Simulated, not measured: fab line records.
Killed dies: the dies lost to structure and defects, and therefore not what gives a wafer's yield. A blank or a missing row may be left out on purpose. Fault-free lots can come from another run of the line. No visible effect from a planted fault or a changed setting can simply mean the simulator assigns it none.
fab line records	flow n5-finfet	part 2 of 2: steps 5 to 6 of 6
record: lots: 23	wafers: 69	last-day: 17
route steps=1938 shown DUMMY_GATE@248 SD_EPI_N@273 ILD0@335 SDB@359
lots that met no fault: taken from a fault-free run of the same line
start-h: the number of hours between the record's first day and the start of the first shown wafer of the lot	wait-h: hours since the lot's step before	" unchanged from the row above	L1.1+2: a row that stands for several wafers	- no value present, or no start provided	* or withheld: withheld	< > ~ a bound
route shown NAME@n: NAME is a module with steps in the file, n the number in the route of the first one	usual: mean/standard deviation taken from wafers without a fault	same: alike in all rows	chamber/n: place in a boat	sites: the reading at each site	_std_site: how widely they spread, as a standard deviation	_edge_site: mean of outer sites minus mean of inner sites	radius-mm: how far each site lies from the wafer's centre	mask NAME#n: copy n	behind: the most recent tool/chamber to have shaped the wafer	hold: what put the lot on hold/how long, in hours/how the hold closed	device: transistor that didn't switch, given as n, p or np	end of line: the tests these same wafers got at the end of their route	a step without rows: its recipe alone	killed: at the first sort, the dies lost to defects and structure; wafer yield is something else	map: a wafer's dies, x killed, . not, _ none there
set.NAME: setting as actually run; set.NAME@STEP: the setting as run at that earlier step	model.NAME: the simulator's own value behind a step, which no gauge read
one table for each step of the route and one row for each wafer, over a sample of lots
services: when a tool's chamber went out of use (start-h, in hours from the record's first day, below 0 if earlier), for how many hours, and the reason
== steps ==
step: N5_ILD0_CMP_07
recipe: stop-on: poly-Si	material: SiO2_flowable	t-overpolish-s: 1.18	post-cmp-clean: alkaline-brush	down-force-psi: 4.1491	platen-rpm: 51.796	pad-velocity-m-s: 1.0306	target-thk-nm: 138.88
usual: head-pressure-psi: 4.148/0.01	motor-current-A: 12.4/1.6	platen-rpm: 51.80/0.037
lot.wafer	tool	chamber	start-h	wait-h	head-pressure-psi	motor-current-A	platen-rpm
L074.4	cmp-01	3	67.70	0.1	4.155	10.6	51.78
L074.6	"	0	"	"	4.176	12.8	51.78
L074.5	"	1	"	"	4.169	11.8	51.71
L075.3	cmp-02	1	71.83	0.0	4.158	11.5	51.76
L075.2	"	2	"	"	4.138	13.6	51.86
L075.4	"	3	"	"	4.148	10.7	51.81
L076.1	cmp-04	0	76.29	0.0	4.135	11.8	51.80
L076.4	"	1	"	"	4.143	12.5	51.81
L076.3	"	3	"	"	4.151	10.6	51.78
L077.4	cmp-01	2	81.51	0.1	4.147	17.2	51.75
L077.2	"	0	"	"	4.137	12.9	51.80
L077.5	"	1	"	"	4.153	11.6	51.76
L078.1	cmp-01	1	89.95	0.0	4.143	12.1	51.87
L078.4	"	2	"	"	4.154	17.0	51.75
L078.2	"	0	"	"	4.137	13.0	51.79
L079.2	cmp-04	0	91.48	0.0	4.133	12.0	51.80
L079.3	"	1	"	"	4.146	12.5	51.77
L079.5	"	1	"	"	4.152	12.6	51.78
L080.1	cmp-04	0	100.57	0.0	4.166	12.3	51.77
L080.6	"	0	"	"	4.155	12.4	51.82
L080.5	"	1	"	"	4.135	12.2	51.78
L081.2	cmp-02	1	103.79	0.0	4.143	11.4	51.75
L081.3	"	3	"	"	4.161	10.9	51.85
L081.5	"	2	"	"	4.136	14.3	51.74
L082.1	cmp-02	1	112.30	0.0	4.153	10.7	51.78
L082.4	"	2	"	"	4.121	13.7	51.78
L082.6	"	1	"	"	4.156	11.2	51.78
L083.2	cmp-01	0	121.74	0.0	4.156	12.2	51.82
L083.1	"	3	"	"	4.141	11.2	51.85
L083.5	"	0	"	"	4.138	12.6	51.78
L084.2	cmp-02	2	126.43	0.0	4.141	13.8	51.79
L084.1	"	3	"	"	4.145	11.2	51.80
L084.4	"	0	"	"	4.161	12.0	51.74
L085.2	cmp-04	1	134.91	0.0	4.148	13.1	51.85
L085.5	"	1	"	"	4.167	12.6	51.86
L085.6	"	2	"	"	4.151	13.2	51.74
L086.4	cmp-02	0	140.83	0.2	4.138	11.4	51.85
L086.1	"	1	"	"	4.150	11.4	51.83
L086.3	"	3	"	"	4.137	11.6	51.83
L087.3	cmp-01	2	142.22	0.1	4.133	17.0	51.80
L087.4	"	1	"	"	4.153	11.8	51.84
L087.6	"	2	"	"	4.153	17.2	51.75
L088.3	cmp-02	2	148.80	0.1	4.140	14.0	51.80
L088.5	"	1	"	"	4.148	11.6	51.79
L088.6	"	2	"	"	4.134	13.9	51.70
L089.4	cmp-02	3	156.71	0.1	4.142	11.5	51.81
L089.5	"	2	"	"	4.130	14.3	51.82
L089.6	"	3	"	"	4.157	10.6	51.80
L090.3	cmp-02	0	160.25	0.1	4.150	12.2	51.89
L090.5	"	2	"	"	4.142	13.2	51.89
L090.6	"	3	"	"	4.151	11.1	51.83
L091.4	cmp-02	1	168.09	0.1	4.157	11.3	51.83
L091.1	"	2	"	"	4.140	14.2	51.82
L091.5	"	0	"	"	4.154	12.1	51.73
L092.3	cmp-02	1	172.59	0.1	4.148	10.9	51.74
L092.1	"	3	"	"	4.158	11.6	51.81
L092.6	"	0	"	"	4.146	11.5	51.75
L094.1	cmp-02	2	181.27	0.2	4.138	13.4	51.76
L094.2	"	3	"	"	4.161	11.6	51.84
L094.6	"	1	"	"	4.146	11.2	51.78
L095.1	cmp-02	1	188.91	0.1	4.142	11.0	51.77
L095.5	"	0	"	"	4.155	12.2	51.85
L095.6	"	1	"	"	4.160	11.4	51.78
L096.1	cmp-02	0	194.83	0.1	4.162	11.8	51.85
L096.2	"	2	"	"	4.137	13.7	51.82
L096.6	"	3	"	"	4.161	10.7	51.82
L097.3	cmp-01	2	199.84	0.1	4.144	17.4	51.79
L097.1	"	3	"	"	4.155	11.3	51.83
L097.5	"	2	"	"	4.150	17.2	51.78
step: N5_SDB_DESCUM_16
recipe: chemistry: O2	time-s: 7.9	source-power-w: 50	bias-power-w: 20	pressure-mtorr: 20	rf-frequency-hz: 2.712e+07	temp-c: 40	resist: CAR-ArF	o2-flow-sccm: 225
usual: drypump-motor-current-A: 5.6/0.5	oes-product-au: 0.84/0.069	rf-vpp-V: 243.5/1.5	showerhead-plenum-p-Torr: 2.11/0.088	throttle-valve-pct: 20.36/0.18
lot.wafer	tool	chamber	start-h	wait-h	drypump-motor-current-A	oes-product-au	rf-hours-counter-h	rf-vpp-V	showerhead-plenum-p-Torr	throttle-valve-pct
L074.4	rie-diel-06	2	71.73	0.1	5.4	0.94	-	244.4	2.23	20.45
L074.5	"	3	"	"	5.1	0.91	-	244.7	2.21	20.26
L074.6	"	1	"	"	6.7	0.83	-	240.9	2.02	20.42
L075.2	rie-diel-02	1	75.95	0.0	5.6	0.90	19	243.2	2.14	20.14
L075.3	"	2	"	"	5.7	0.86	39	244.3	2.25	20.40
L075.4	"	3	"	"	4.8	0.89	30	242.1	2.04	20.44
L076.1	rie-diel-02	2	80.40	0.0	5.7	0.86	40	243.2	2.25	20.40
L076.3	"	3	"	"	4.7	0.90	32	241.1	2.04	20.43
L076.4	"	0	"	"	5.8	0.96	2	243.4	2.13	19.95
L077.2	rie-diel-02	3	85.59	0.0	4.8	0.89	34	242.2	2.04	20.44
L077.4	"	2	"	"	5.7	0.86	43	245.7	2.24	20.39
L077.5	"	1	"	"	5.6	0.90	-	243.1	2.14	20.16
L078.1	rie-diel-06	2	94.85	0.3	5.4	0.93	14	244.7	2.23	20.45
L078.2	"	1	"	"	6.6	0.82	88	241.4	2.02	20.44
L078.4	"	3	"	"	5.2	0.90	33	245.8	2.20	20.28
L079.2	rie-diel-02	3	95.58	0.1	4.7	0.88	40	242.2	2.04	20.43
L079.3	"	0	"	"	5.8	0.92	11	244.5	2.13	19.97
L079.5	"	2	"	"	5.8	0.84	-	245.0	2.24	20.42
L080.1	rie-diel-01	2	105.36	0.0	6.4	0.72	228	242.7	2.05	20.38
L080.5	"	2	"	"	6.4	0.73	-	242.9	2.05	20.39
L080.6	"	3	"	"	5.7	0.92	-	242.5	2.05	20.33
L081.2	rie-diel-02	3	108.44	0.7	4.8	0.89	44	243.0	2.04	20.46
L081.3	"	0	"	"	5.8	0.91	15	244.8	2.13	20.00
L081.5	"	3	"	"	4.7	0.88	-	242.7	2.04	20.44
L082.1	rie-diel-01	1	117.07	0.0	5.3	0.71	189	242.0	2.08	20.49
L082.4	"	2	"	"	6.4	0.72	233	243.0	2.05	20.40
L082.6	"	3	"	"	5.7	0.89	-	245.2	2.05	20.34
L083.1	rie-diel-02	0	127.18	1.4	5.8	0.88	24	243.0	2.12	19.99
L083.2	"	1	"	"	5.6	0.87	43	244.1	2.13	20.18
L083.5	"	3	"	"	4.7	0.86	-	243.9	2.03	20.46
L084.1	rie-diel-02	3	131.54	1.0	4.8	0.85	56	242.0	2.03	20.45
L084.2	"	2	"	"	5.8	0.82	64	246.2	2.24	20.43
L084.4	"	0	"	"	5.8	0.88	26	244.3	2.12	19.97
L085.2	rie-diel-02	3	139.34	0.1	4.7	0.86	58	243.4	2.03	20.45
L085.5	"	0	"	"	5.8	0.88	-	245.2	2.12	20.00
L085.6	"	3	"	"	4.7	0.85	-	243.3	2.03	20.46
L086.1	rie-diel-02	3	145.40	0.5	4.7	0.85	61	242.3	2.03	20.48
L086.3	"	1	"	"	5.6	0.85	51	243.8	2.13	20.19
L086.4	"	3	"	"	4.8	0.87	-	241.7	2.03	20.48
L087.3	rie-diel-06	0	146.42	0.0	5.3	0.93	8	244.9	2.25	20.50
L087.4	"	2	"	"	5.4	0.91	22	245.8	2.23	20.47
L087.6	"	1	"	"	6.6	0.81	-	241.5	2.02	20.46
L088.3	rie-diel-01	0	153.41	0.0	6.1	0.72	217	240.7	1.98	20.59
L088.5	"	0	"	"	6.1	0.72	-	240.3	1.98	20.59
L088.6	"	1	"	"	5.3	0.69	-	242.7	2.08	20.49
L089.4	rie-diel-01	3	160.73	0.1	5.7	0.85	-	243.0	2.04	20.40
L089.5	"	0	"	"	6.1	0.71	-	240.8	1.98	20.59
L089.6	"	1	"	"	5.3	0.69	-	244.4	2.07	20.51
L090.3	rie-diel-02	0	164.83	0.0	5.8	0.86	37	242.2	2.12	20.01
L090.5	"	0	"	"	5.8	0.86	-	243.9	2.12	19.99
L090.6	"	3	"	"	4.7	0.84	-	242.3	2.03	20.49
L091.1	rie-diel-01	3	172.39	0.0	5.7	0.85	38	242.5	2.04	20.37
L091.4	"	3	"	"	5.7	0.84	-	242.2	2.04	20.38
L091.5	"	1	"	"	5.3	0.69	-	242.5	2.07	20.53
L092.1	rie-diel-02	3	176.75	0.1	4.7	0.84	73	241.6	2.03	20.49
L092.3	"	1	"	"	5.6	0.85	63	244.9	2.13	20.21
L092.6	"	2	"	"	5.7	0.80	-	244.9	2.23	20.45
L094.1	rie-diel-02	0	185.22	0.0	5.8	0.86	44	243.7	2.12	20.01
L094.2	"	3	"	"	4.7	0.84	76	243.2	2.02	20.50
L094.6	"	2	"	"	5.7	0.81	-	245.3	2.23	20.46
L095.1	rie-diel-06	0	192.98	0.0	5.3	0.88	25	245.3	2.24	20.55
L095.5	"	0	"	"	5.3	0.88	-	245.0	2.25	20.54
L095.6	"	1	"	"	6.7	0.79	-	242.5	2.01	20.49
L096.1	rie-diel-02	0	199.36	0.6	5.8	0.84	49	244.1	2.12	20.05
L096.2	"	1	"	"	5.6	0.82	70	242.7	2.12	20.22
L096.6	"	1	"	"	5.6	0.83	-	242.7	2.12	20.21
L097.1	rie-diel-06	3	204.61	0.0	5.2	0.84	61	243.2	2.19	20.33
L097.3	"	0	"	"	5.3	0.86	29	245.0	2.24	20.54
L097.5	"	0	"	"	5.3	0.87	-	245.8	2.24	20.52
== services ==
tool	chamber	start-h	hours	kind
ald-sin-03	1	33.57	8.5	repair
plasma-asher-01	-	36.01	2.2	repair
ald-sin-03	-	36.41	0.9	repair
cmp-02	-	39.02	5.2	pm
rie-diel-01	0	40.40	11.1	repair
cmp-02	-	51.56	4.0	pm
rie-diel-01	3	59.68	14.2	repair
rie-si-01	3	63.25	2.8	repair
ald-sin-03	0	67.58	5.5	repair
rie-diel-01	-	68.27	2.8	pm
rie-diel-02	1	68.50	2.2	repair
rie-diel-06	0	68.51	6.8	repair
rie-si-01	1	72.85	15.0	repair
rie-diel-06	2	83.58	4.7	repair
rie-diel-02	2	92.12	3.4	repair
cmp-02	-	94.81	4.1	repair
rie-diel-06	-	104.51	28.1	pm
rie-si-06	3	118.00	4.1	repair
plasma-asher-02	-	134.73	1.1	repair
rie-si-05	2	142.00	35.5	repair
rie-diel-02	0	145.20	4.2	repair
rie-si-01	1	145.51	2.4	repair
rie-si-06	3	146.01	1.5	repair
cmp-02	-	196.25	2.8	repair
